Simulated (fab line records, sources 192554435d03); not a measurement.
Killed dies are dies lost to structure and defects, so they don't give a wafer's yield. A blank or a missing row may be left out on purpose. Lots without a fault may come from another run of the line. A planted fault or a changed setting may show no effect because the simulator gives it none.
Problem report in the 8D (eight disciplines) form, filled by code | flow n5_finfet | the parts of the form that need people (team, actions taken, sign-off) are left out

1. THE PROBLEM
oes_product_au at N5_BEOL_M9_VIA_ETCH_34 reads a mean of 1.17 a.u. on 2 wafers of 2 lots; wafers without a fault read 0.78 a.u. with a standard deviation of 0.082. That is +4.8 standard deviations from the usual mean.
The step: etches SiCOH lowk in C4F6/O2, target depth 182.4 nm, time 68.4 s.
First seen on wafer L463.2, day 12 17:55, on rie_diel-05. The record holds 17 wafers of 6 lots with a number at this step. Rule for "out", or "out of limits": more than 4 standard deviations from the usual mean. The other wafers with a number count as sound.

2. WHAT IT IS AND WHAT IT IS NOT
question                    | is                | is not
which readings at this step | oes_product_au    | chamber_pressure_mTorr, drypump_motor_current_A, rf_vpp_V, showerhead_plenum_p_Torr, throttle_valve_pct
which lots                  | L463, L465        | L459, L460, L476, L478
which wafers of those lots  | L463.2, L465.2    | L463.3, L465.3, L465.6
read on which tools         | rie_diel-05       | rie_diel-02, rie_diel-06
when                        | from day 12 17:55 | up to then (7 sound wafers); but 8 sound wafers of L465, L476, L478 came after

3. SUSPECTS, AND WHAT RULES EACH OUT
Counting: a tool at a process step up to the reading stays a suspect if it ran every lot that is out. Sound lots after the first of them don't rule it out here, since some wafers of a struck lot are sound.
- rie_diel-05 at N5_BEOL_M9_DESCUM_33 (chemistry O2, time 7 s): kept. It ran every lot that is out, first L463 (day 12 17:44); its last sound lot up to then is L460 (day 11 20:04).
- rie_diel-05 at N5_BEOL_M9_ETCH_76 (etches underlayer in N2/H2, target depth 6.5 nm, time 5.2 s): kept. It ran every lot that is out, first L463 (day 12 17:47); its last sound lot up to then is L460 (day 11 20:06).
- rie_diel-05 at N5_BEOL_M9_ETCH_65 (etches SiARC in CF4, target depth 15.6 nm, time 26 s): kept. It ran every lot that is out, first L463 (day 12 17:47); its last sound lot up to then is L460 (day 11 20:07).
- rie_diel-05 at N5_BEOL_M9_ETCH_66 (etches SOC in N2/H2, target depth 80 nm, overetch 16 nm, time 120 s): kept. It ran every lot that is out, first L463 (day 12 17:49); its last sound lot up to then is L460 (day 11 20:09).
- rie_diel-05 at N5_BEOL_M9_VIA_ETCH_34 (etches SiCOH lowk in C4F6/O2, target depth 182.4 nm, time 68.4 s): kept. It ran every lot that is out, first L463 (day 12 17:55); its last sound lot up to then is L460 (day 11 20:15). Its own readings are out on those wafers: oes_product_au.
Left after counting: rie_diel-05 at N5_BEOL_M9_DESCUM_33, rie_diel-05 at N5_BEOL_M9_ETCH_76, rie_diel-05 at N5_BEOL_M9_ETCH_65, rie_diel-05 at N5_BEOL_M9_ETCH_66, rie_diel-05 at N5_BEOL_M9_VIA_ETCH_34.

4. THE CAUSE (what the simulator had put in)
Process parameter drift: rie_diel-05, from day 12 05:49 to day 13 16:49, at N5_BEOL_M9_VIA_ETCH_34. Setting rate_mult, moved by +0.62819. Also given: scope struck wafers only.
Counting left 5 suspects, and this tool is among them.

5. THE CHAIN OF EFFECTS, in route order
Each row: a reading whose mean over the struck wafers that have a number lies more than 3 standard deviations from the usual. Only readings for which the record gives a usual standard deviation are gone through. hours: the time from each lot's start at the first step in this table that gives one to its start at this step, as a median over the lots. sigmas: the change in usual standard deviations.
hours | step                   | reading        | usual     | on struck wafers | change | sigmas
0     | N5_BEOL_M9_VIA_ETCH_34 | oes_product_au | 0.78 a.u. | 1.17             | +0.39  | +4.8
The process steps in it:
- N5_BEOL_M9_VIA_ETCH_34: etches SiCOH lowk in C4F6/O2, target depth 182.4 nm, time 68.4 s.

6. WHAT WOULD HAVE CAUGHT IT SOONER
In this record the first reading out of limits was taken at day 12 17:55, 12 hours after the fault began at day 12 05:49.
